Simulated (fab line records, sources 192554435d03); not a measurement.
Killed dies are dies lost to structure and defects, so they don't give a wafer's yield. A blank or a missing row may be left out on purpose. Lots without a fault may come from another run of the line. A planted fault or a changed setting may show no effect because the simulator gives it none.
fab line records | flow n5_finfet | part 2 of 2: steps 16 to 16 of 16
record lots=7 wafers=21 last_day=18
route steps=1938 shown BEOL_M3@979 BEOL_M4@1111 PASSIVATION@1936
lots that met no fault: from a run of the same line without faults
start_h: hours from the record's first day to the start of the lot's first wafer shown | wait_h: hours since the lot's step before | " the same as in the row above | L1.1+2: a row that stands for several wafers | - no value, or no start given | * or withheld: withheld | < > ~ a bound
route shown NAME@n: a module of which the file shows steps, and the number in the route of the first | usual: mean/standard deviation of fault-free wafers | same: alike in all rows | chamber/n: place in a boat | sites: the reading at each site | _std_site: their standard deviation | _edge_site: outer sites' mean less inner sites' | radius_mm: how far each site lies from the wafer's centre | mask NAME#n: copy n | behind: the tool/chamber that last shaped the wafer | hold: why the lot was held/for how many hours/how that ended | device: the transistor (n, p or np) that didn't switch | end of line: the same wafers' tests at the end of the route | a step without rows: its recipe alone | killed: dies lost to structure and defects at the first sort, not the wafer's yield | map: a wafer's dies, x killed, . not, _ none there
set.NAME: the setting as run; set.NAME@STEP: as run at that earlier step | model.NAME: the simulator's own value behind a step, which no gauge read
lots at some steps of the route; a table a step, a row a wafer
services: from which hour (start_h, from the record's first day; less than 0 if before it) a tool's chamber was out of use, for how many hours, and why
## steps
# step N5_PASSIVATION_PROBE_49
# usual defect_limited_yield=91.2/1.6 killed_at_M0_to_M3=34/11 killed_at_M4_up=13/5.2 killed_at_contacts=13/6.3 killed_at_front_end=40/14 killed_at_other=3.2/2.4 killed_dies=104/19 killed_on_rim=14/4.2 killed_open=69/14 killed_short=32/7.5 sort_bin_4_leakage=0.00/0.04 sort_bin_5_function=5.3/1.1 sort_bin_6_memory=3.2/0.73 sort_n_pass=1076/19 sort_yield_pct=91.2/1.6
# same gross_dies=1180 killed_at_back_side=0 sort_bin_8_speed[%]=0
# columns lot.wafer tool chamber start_h wait_h defect_limited_yield[%] killed_at_M0_to_M3 killed_at_M4_up killed_at_contacts killed_at_front_end killed_at_other killed_dies killed_on_rim killed_open killed_short sort_bin_4_leakage[%] sort_bin_5_function[%] sort_bin_6_memory[%] sort_n_pass sort_yield_pct[%]
L852.1 prober-02 - 262.69 0.0 93.7 25 13 12 23 1 74 10 44 27 0 4.2 1.9 1106 93.7
L852.2 prober-02 - 262.74 0.1 93.3 26 14 7 27 5 79 14 50 28 0 4.5 1.9 1101 93.3
L852.4 prober-02 - 262.84 0.2 93.9 22 11 11 28 0 72 11 44 27 0 3.9 2.0 1108 93.9
L859.1 prober-02 - 303.63 0.0 0 1100 12 23 41 4 1180 152 77 36 90.42 5.4 3.9 0 0
L859.3 prober-02 - 303.73 0.1 0 1095 31 12 36 6 1180 152 83 29 90.34 5.3 4.2 0 0
L859.5 prober-02 - 303.83 0.2 0 1122 16 10 28 4 1180 152 64 24 92.54 4.9 2.3 0 0
L860.1 prober-02 - 315.59 0.0 0 1130 5 6 36 3 1180 152 62 24 92.46 3.9 3.2 0 0
L860.4 prober-02 - 315.74 0.2 0 1106 18 10 37 9 1180 152 72 43 90.17 6.4 3.1 0 0
L860.5 prober-02 - 315.79 0.2 0 1110 8 17 42 3 1180 152 63 30 91.69 5.6 2.4 0 0
L861.2 prober-02 - 319.90 0.1 0 1123 11 16 27 3 1180 152 71 33 91.19 5.8 2.9 0 0
L861.4 prober-02 - 320.00 0.2 0 1112 17 13 35 3 1180 152 82 23 90.93 5.6 3.3 0 0
L861.5 prober-02 - 320.05 0.2 0 1108 19 18 31 4 1180 152 71 27 91.36 4.9 3.4 0 0
L867.2 prober-02 - 364.54 0.1 88.3 52 21 21 39 5 138 19 95 41 0 7.1 4.4 1042 88.3
L867.5 prober-02 - 364.69 0.2 92.3 32 9 13 33 4 91 11 58 27 0 5.1 2.5 1089 92.3
L867.6 prober-02 - 364.74 0.3 89.4 64 8 11 38 4 125 11 83 39 0 6.0 4.3 1055 89.4
L871.2 prober-02 - 387.42 0.1 92.5 29 12 12 32 3 88 9 58 26 0 4.5 2.6 1092 92.5
L871.3 prober-02 - 387.47 0.1 91.9 38 15 12 28 3 96 16 63 32 0 4.7 3.2 1084 91.9
L871.5 prober-02 - 387.57 0.2 93.8 33 12 3 25 0 73 16 46 23 0 3.3 2.6 1107 93.8
L874.1 prober-02 - 421.56 0.0 91.1 17 29 5 48 6 105 12 64 39 0 5.6 3.0 1075 91.1
L874.4 prober-02 - 421.71 0.2 91.8 27 22 6 40 2 97 6 61 33 0 5.2 2.8 1083 91.8
L874.6 prober-02 - 421.81 0.3 91.2 22 28 11 40 3 104 15 75 29 0 5.2 3.4 1076 91.2
# killed by level:class
L852.1 FIN_SAQP:geometric_particle:short=7 MOL_CONTACT_COAG:geometric_particle:open=7 BEOL_M0_SAQP:geometric_particle:open=6 BEOL_M0_SAQP:geometric_particle:short=6 MOL_CONTACT_COAG:geometric_particle:short=4 BEOL_M3:geometric_particle:open=4 FIN_SAQP:geometric_particle:open=3 BEOL_M4:geometric_particle:short=3
L852.2 BEOL_M0_SAQP:geometric_particle:short=10 MOL_CONTACT_COAG:geometric_particle:open=6 BEOL_M2:geometric_particle:open=6 BEOL_M0_SAQP:geometric_particle:open=6 BEOL_M4:geometric_particle:open=6 STARTING-WAFER:geometric_particle:short=5 GATE_CUT:geometric_particle:open=4 FIN_SAQP:geometric_particle:open=3
L852.4 MOL_CONTACT_COAG:geometric_particle:open=8 FIN_SAQP:geometric_particle:open=7 STARTING-WAFER:geometric_particle:short=7 FIN_SAQP:geometric_particle:short=6 BEOL_M3:geometric_particle:open=6 BEOL_M0_SAQP:geometric_particle:open=5 MOL_CONTACT_COAG:geometric_particle:short=3 BEOL_M2:geometric_particle:open=3
L859.1 BEOL_M3:area_ald=1049 M3:area_ald=18 MOL_CONTACT_COAG:geometric_particle:open=15 STI_FIN_REVEAL:geometric_particle:open=11 BEOL_M3:geometric_particle:open=9 MOL_CONTACT_COAG:geometric_particle:short=8 BEOL_M2:geometric_particle:open=6 BEOL_M4:geometric_particle:open=6
L859.3 BEOL_M3:area_ald=1047 M3:area_ald=19 BEOL_M4:geometric_particle:open=18 STI_FIN_REVEAL:geometric_particle:open=14 MOL_CONTACT_COAG:geometric_particle:open=11 BEOL_M2:geometric_particle:open=9 BEOL_M0_SAQP:geometric_particle:short=8 FIN_SAQP:geometric_particle:open=7
L859.5 BEOL_M3:area_ald=1075 M3:area_ald=17 BEOL_M4:geometric_particle:open=13 STI_FIN_REVEAL:geometric_particle:open=11 MOL_CONTACT_COAG:geometric_particle:open=9 BEOL_M0_SAQP:geometric_particle:open=9 FIN_SAQP:geometric_particle:open=6 FIN_SAQP:geometric_particle:short=4
L860.1 BEOL_M3:area_ald=1076 BEOL_M2:geometric_particle:open=16 M3:area_ald=15 FIN_SAQP:geometric_particle:open=12 BEOL_M3:geometric_particle:open=9 FIN_SAQP:geometric_particle:short=6 MOL_CONTACT_COAG:geometric_particle:open=5 STI_FIN_REVEAL:geometric_particle:open=4
L860.4 BEOL_M3:area_ald=1047 M3:area_ald=17 BEOL_M4:geometric_particle:open=12 MOL_CONTACT_COAG:geometric_particle:open=10 BEOL_M0_SAQP:geometric_particle:short=10 FIN_SAQP:geometric_particle:short=9 BEOL_M2:geometric_particle:open=9 STI_FIN_REVEAL:geometric_particle:open=8
L860.5 BEOL_M3:area_ald=1067 M3:area_ald=15 MOL_CONTACT_COAG:geometric_particle:open=12 DUMMY_GATE:geometric_particle:open=8 BEOL_M2:geometric_particle:open=7 FIN_SAQP:geometric_particle:open=5 ILD0:geometric_particle:open=5 STI_FIN_REVEAL:geometric_particle:open=4
L861.2 BEOL_M3:area_ald=1055 M3:area_ald=21 BEOL_M2:geometric_particle:open=12 MOL_CONTACT_COAG:geometric_particle:open=11 BEOL_M3:geometric_particle:open=8 BEOL_M4:geometric_particle:open=6 DUMMY_GATE:geometric_particle:open=6 BEOL_M0:geometric_particle:open=6
L861.4 BEOL_M3:area_ald=1054 M3:area_ald=19 BEOL_M2:geometric_particle:open=16 FIN_SAQP:geometric_particle:open=10 MOL_CONTACT_COAG:geometric_particle:open=10 STI_FIN_REVEAL:geometric_particle:open=7 DUMMY_GATE:geometric_particle:open=5 BEOL_M0_SAQP:geometric_particle:open=5
L861.5 BEOL_M3:area_ald=1059 M3:area_ald=19 MOL_CONTACT_COAG:geometric_particle:open=16 BEOL_M2:geometric_particle:open=7 BEOL_M1:geometric_particle:open=6 DUMMY_GATE:geometric_particle:open=6 BEOL_M4:geometric_particle:open=6 FIN_SAQP:geometric_particle:open=5
L867.2 MOL_CONTACT_COAG:geometric_particle:open=15 BEOL_M4:geometric_particle:open=15 BEOL_M0_SAQP:geometric_particle:short=12 BEOL_M0_SAQP:geometric_particle:open=12 BEOL_M3:geometric_particle:open=9 FIN_SAQP:geometric_particle:open=9 STI_FIN_REVEAL:geometric_particle:open=6 DUMMY_GATE:geometric_particle:open=6
L867.5 FIN_SAQP:geometric_particle:open=8 MOL_CONTACT_COAG:geometric_particle:open=8 BEOL_M0_SAQP:geometric_particle:open=8 BEOL_M0_SAQP:geometric_particle:short=7 BEOL_M2:geometric_particle:open=7 DUMMY_GATE:geometric_particle:open=5 BEOL_M0:geometric_particle:open=5 PASS1_DEP:geometric_particle:short=4
L867.6 BEOL_M0_SAQP:geometric_particle:open=15 BEOL_M1:geometric_particle:open=15 GATE_CUT:geometric_particle:short=10 BEOL_M3:geometric_particle:open=9 MOL_CONTACT_COAG:geometric_particle:open=8 BEOL_M0_SAQP:geometric_particle:short=8 BEOL_M2:geometric_particle:open=7 STI_FIN_REVEAL:geometric_particle:open=5
L871.2 MOL_CONTACT_COAG:geometric_particle:open=8 DUMMY_GATE:geometric_particle:open=7 BEOL_M1:geometric_particle:open=7 BEOL_M3:geometric_particle:open=7 BEOL_M0_SAQP:geometric_particle:open=5 STARTING-WAFER:geometric_particle:open=5 STI_FIN_REVEAL:geometric_particle:open=4 MOL_CONTACT_COAG:geometric_particle:short=4
L871.3 STI_FIN_REVEAL:geometric_particle:open=11 BEOL_M0_SAQP:geometric_particle:short=11 MOL_CONTACT_COAG:geometric_particle:open=10 BEOL_M0_SAQP:geometric_particle:open=7 BEOL_M1:geometric_particle:open=6 BEOL_M3:geometric_particle:open=5 BEOL_M1:geometric_particle:short=4 BEOL_M2:geometric_particle:open=4
L871.5 BEOL_M0_SAQP:geometric_particle:open=8 FIN_SAQP:geometric_particle:short=6 BEOL_M1:geometric_particle:open=6 BEOL_M0_SAQP:geometric_particle:short=4 BEOL_M3:geometric_particle:open=4 FIN_SAQP:geometric_particle:open=3 STI_FIN_REVEAL:geometric_particle:open=3 DUMMY_GATE:geometric_particle:open=3
L874.1 BEOL_M4:geometric_particle:open=19 STI_FIN_REVEAL:geometric_particle:open=14 FIN_SAQP:geometric_particle:short=7 STI_FIN_REVEAL:geometric_particle:short=7 BEOL_M0_SAQP:geometric_particle:short=4 BEOL_M0_SAQP:geometric_particle:open=4 BEOL_M4:geometric_particle:short=4 STARTING-WAFER:geometric_particle:open=4
L874.4 STI_FIN_REVEAL:geometric_particle:open=17 BEOL_M4:geometric_particle:open=10 FIN_SAQP:geometric_particle:short=7 BEOL_M0_SAQP:geometric_particle:short=7 DUMMY_GATE:geometric_particle:open=5 BEOL_M4:geometric_particle:short=5 BEOL_M0_SAQP:geometric_particle:open=5 BEOL_M2:geometric_particle:open=5
L874.6 STI_FIN_REVEAL:geometric_particle:open=17 BEOL_M4:geometric_particle:open=16 MOL_CONTACT_COAG:geometric_particle:open=10 FIN_SAQP:geometric_particle:open=7 FIN_SAQP:geometric_particle:short=7 BEOL_M1:geometric_particle:open=5 BEOL_M4:geometric_particle:short=5 BEOL_M3:geometric_particle:open=4
# map L859.1 (x killed, . not)
_________________xxxxxxxxxxxx________________
______________xxxxxxxxxxxxxxxxxx_____________
___________xxxxxxxxxxxxxxxxxxxxxxxx__________
__________xxxxxxxxxxxxxxxxxxxxxxxxxx_________
________xxxxxxxxxxxxxxxxxxxxxxxxxxxxxx_______
_______xxxxxxxxxxxxxxxxxxxxxxxxxxxxxxxx______
______xxxxxxxxxxxxxxxxxxxxxxxxxxxxxxxxxx_____
_____xxxxxxxxxxxxxxxxxxxxxxxxxxxxxxxxxxxx____
____xxxxxxxxxxxxxxxxxxxxxxxxxxxxxxxxxxxxxx___
___xxxxxxxxxxxxxxxxxxxxxxxxxxxxxxxxxxxxxxxx__
___xxxxxxxxxxxxxxxxxxxxxxxxxxxxxxxxxxxxxxxx__
__xxxxxxxxxxxxxxxxxxxxxxxxxxxxxxxxxxxxxxxxxx_
__xxxxxxxxxxxxxxxxxxxxxxxxxxxxxxxxxxxxxxxxxx_
_xxxxxxxxxxxxxxxxxxxxxxxxxxxxxxxxxxxxxxxxxxxx
_xxxxxxxxxxxxxxxxxxxxxxxxxxxxxxxxxxxxxxxxxxxx
_xxxxxxxxxxxxxxxxxxxxxxxxxxxxxxxxxxxxxxxxxxxx
_xxxxxxxxxxxxxxxxxxxxxxxxxxxxxxxxxxxxxxxxxxxx
_xxxxxxxxxxxxxxxxxxxxxxxxxxxxxxxxxxxxxxxxxxxx
_xxxxxxxxxxxxxxxxxxxxxxxxxxxxxxxxxxxxxxxxxxxx
_xxxxxxxxxxxxxxxxxxxxxxxxxxxxxxxxxxxxxxxxxxxx
_xxxxxxxxxxxxxxxxxxxxxxxxxxxxxxxxxxxxxxxxxxxx
__xxxxxxxxxxxxxxxxxxxxxxxxxxxxxxxxxxxxxxxxxx_
__xxxxxxxxxxxxxxxxxxxxxxxxxxxxxxxxxxxxxxxxxx_
___xxxxxxxxxxxxxxxxxxxxxxxxxxxxxxxxxxxxxxxx__
___xxxxxxxxxxxxxxxxxxxxxxxxxxxxxxxxxxxxxxxx__
____xxxxxxxxxxxxxxxxxxxxxxxxxxxxxxxxxxxxxx___
_____xxxxxxxxxxxxxxxxxxxxxxxxxxxxxxxxxxxx____
______xxxxxxxxxxxxxxxxxxxxxxxxxxxxxxxxxx_____
_______xxxxxxxxxxxxxxxxxxxxxxxxxxxxxxxx______
________xxxxxxxxxxxxxxxxxxxxxxxxxxxxxx_______
__________xxxxxxxxxxxxxxxxxxxxxxxxxx_________
___________xxxxxxxxxxxxxxxxxxxxxxxx__________
______________xxxxxxxxxxxxxxxxxx_____________
_________________xxxxxxxxxxxx________________
# map L860.1 (x killed, . not)
_________________xxxxxxxxxxxx________________
______________xxxxxxxxxxxxxxxxxx_____________
___________xxxxxxxxxxxxxxxxxxxxxxxx__________
__________xxxxxxxxxxxxxxxxxxxxxxxxxx_________
________xxxxxxxxxxxxxxxxxxxxxxxxxxxxxx_______
_______xxxxxxxxxxxxxxxxxxxxxxxxxxxxxxxx______
______xxxxxxxxxxxxxxxxxxxxxxxxxxxxxxxxxx_____
_____xxxxxxxxxxxxxxxxxxxxxxxxxxxxxxxxxxxx____
____xxxxxxxxxxxxxxxxxxxxxxxxxxxxxxxxxxxxxx___
___xxxxxxxxxxxxxxxxxxxxxxxxxxxxxxxxxxxxxxxx__
___xxxxxxxxxxxxxxxxxxxxxxxxxxxxxxxxxxxxxxxx__
__xxxxxxxxxxxxxxxxxxxxxxxxxxxxxxxxxxxxxxxxxx_
__xxxxxxxxxxxxxxxxxxxxxxxxxxxxxxxxxxxxxxxxxx_
_xxxxxxxxxxxxxxxxxxxxxxxxxxxxxxxxxxxxxxxxxxxx
_xxxxxxxxxxxxxxxxxxxxxxxxxxxxxxxxxxxxxxxxxxxx
_xxxxxxxxxxxxxxxxxxxxxxxxxxxxxxxxxxxxxxxxxxxx
_xxxxxxxxxxxxxxxxxxxxxxxxxxxxxxxxxxxxxxxxxxxx
_xxxxxxxxxxxxxxxxxxxxxxxxxxxxxxxxxxxxxxxxxxxx
_xxxxxxxxxxxxxxxxxxxxxxxxxxxxxxxxxxxxxxxxxxxx
_xxxxxxxxxxxxxxxxxxxxxxxxxxxxxxxxxxxxxxxxxxxx
_xxxxxxxxxxxxxxxxxxxxxxxxxxxxxxxxxxxxxxxxxxxx
__xxxxxxxxxxxxxxxxxxxxxxxxxxxxxxxxxxxxxxxxxx_
__xxxxxxxxxxxxxxxxxxxxxxxxxxxxxxxxxxxxxxxxxx_
___xxxxxxxxxxxxxxxxxxxxxxxxxxxxxxxxxxxxxxxx__
___xxxxxxxxxxxxxxxxxxxxxxxxxxxxxxxxxxxxxxxx__
____xxxxxxxxxxxxxxxxxxxxxxxxxxxxxxxxxxxxxx___
_____xxxxxxxxxxxxxxxxxxxxxxxxxxxxxxxxxxxx____
______xxxxxxxxxxxxxxxxxxxxxxxxxxxxxxxxxx_____
_______xxxxxxxxxxxxxxxxxxxxxxxxxxxxxxxx______
________xxxxxxxxxxxxxxxxxxxxxxxxxxxxxx_______
__________xxxxxxxxxxxxxxxxxxxxxxxxxx_________
___________xxxxxxxxxxxxxxxxxxxxxxxx__________
______________xxxxxxxxxxxxxxxxxx_____________
_________________xxxxxxxxxxxx________________
## services
# columns tool chamber start_h hours kind
rie_diel-03 2 140.26 5.8 repair
ald_metal-03 0 142.71 27.8 repair
ald_metal-02 0 147.49 20.1 repair
ald_metal-03 - 152.78 0.6 repair
rie_diel-06 1 154.34 5.2 repair
rie_diel-06 2 198.77 - clean
rie_diel-06 2 198.77 - consumable_replace:focus_ring
rie_diel-06 2 198.77 24.8 scheduled_down
rie_diel-06 2 198.77 24.8 vent_cycle
rie_diel-06 - 199.41 3.9 repair
ald_metal-04 - 204.95 0.5 repair
ald_metal-04 2 231.67 6.8 repair
ald_metal-04 - 239.21 1.0 repair
ald_metal-04 0 271.85 3.6 repair
ald_metal-03 - 280.95 2.8 pm
## key
first_sign step=N5_BEOL_M3_ALD_84 reading=tool_record direction=missing
effect step=N5_PASSIVATION_PROBE_49 reading=sort_bin_4_leakage direction=up sigmas=99+ usual=0.00 struck=91.23
more_kills_born_at N5_BEOL_M3_ALD_84@ald_metal-02=6458 N5_BEOL_M3_ALD_84@ald_metal-04=3227
met_at N5_BEOL_M3_ALD_84
struck_wafers L859.1,L859.3,L859.5,L860.1,L860.4,L860.5,L861.2,L861.4,L861.5
later_rows_left_out L859.1,L859.3,L859.5,L860.1,L860.4,L860.5,L861.2,L861.4,L861.5
fault kind=skipped_step_whole tool=ald_metal-02,ald_metal-04 chamber=- onset_h=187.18 steps=N5_BEOL_M3_ALD_84 scope=struck_lots_only
# later_rows_left_out: the simulator's readings of these wafers behind a module that went badly wrong aren't trusted and aren't shown, but for the sort
